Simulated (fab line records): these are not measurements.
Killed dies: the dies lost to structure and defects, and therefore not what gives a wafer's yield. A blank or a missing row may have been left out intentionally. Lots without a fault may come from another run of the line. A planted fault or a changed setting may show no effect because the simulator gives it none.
Matching of chambers ; flow n5-finfet ; 4 sister chambers for N5_BEOL_M4_ETCH_64 on rie-diel-03
The step etches SOC in N2/H2, target depth 75 nm, overetch 22.5 nm, time 121.9 s. 4 wafers are shown with their chamber, then 10 later ones without.

## WAFERS WITH THEIR CHAMBER
wafer;chamber;showerhead-plenum-p-Torr (Torr)
L084.2;0;2.55
L088.2;1;2.50
L091.1;3;2.69
L091.3;2;2.40

## WAFERS WHOSE CHAMBER IS MISSING
wafer;showerhead-plenum-p-Torr (Torr)
L091.6;2.40
L093.1;2.49
L093.3;2.39
L093.5;2.49
L094.1;2.39
L094.2;2.69
L094.5;2.69
L095.1;2.69
L095.5;2.49
L095.6;2.39

## THE CHAMBER EACH PASSED THROUGH
wafer;from the rows above;in truth
L091.6;2;2
L093.1;1;1
L093.3;2;2
L093.5;1;1
L094.1;2;2
L094.2;3;3
L094.5;3;3
L095.1;3;3
L095.5;1;1
L095.6;2;2
Correct placement for 10 of the 10. Left unplaced by these rows: 0. Wrongly placed: 0.
How it was worked out, from the rows above alone: a wafer's distance from a chamber is the root of the sum, over the readings, of the square of ((its reading less the chamber's mean) divided by the reading's scatter). The wafer belongs to the nearest chamber; if the next one is less than 2 further off, it can't be placed. A chamber's mean is the mean of its shown wafers. The scatter: with one shown wafer a chamber, the root of the mean of the squares of how far each hidden wafer lies from its nearest shown one.
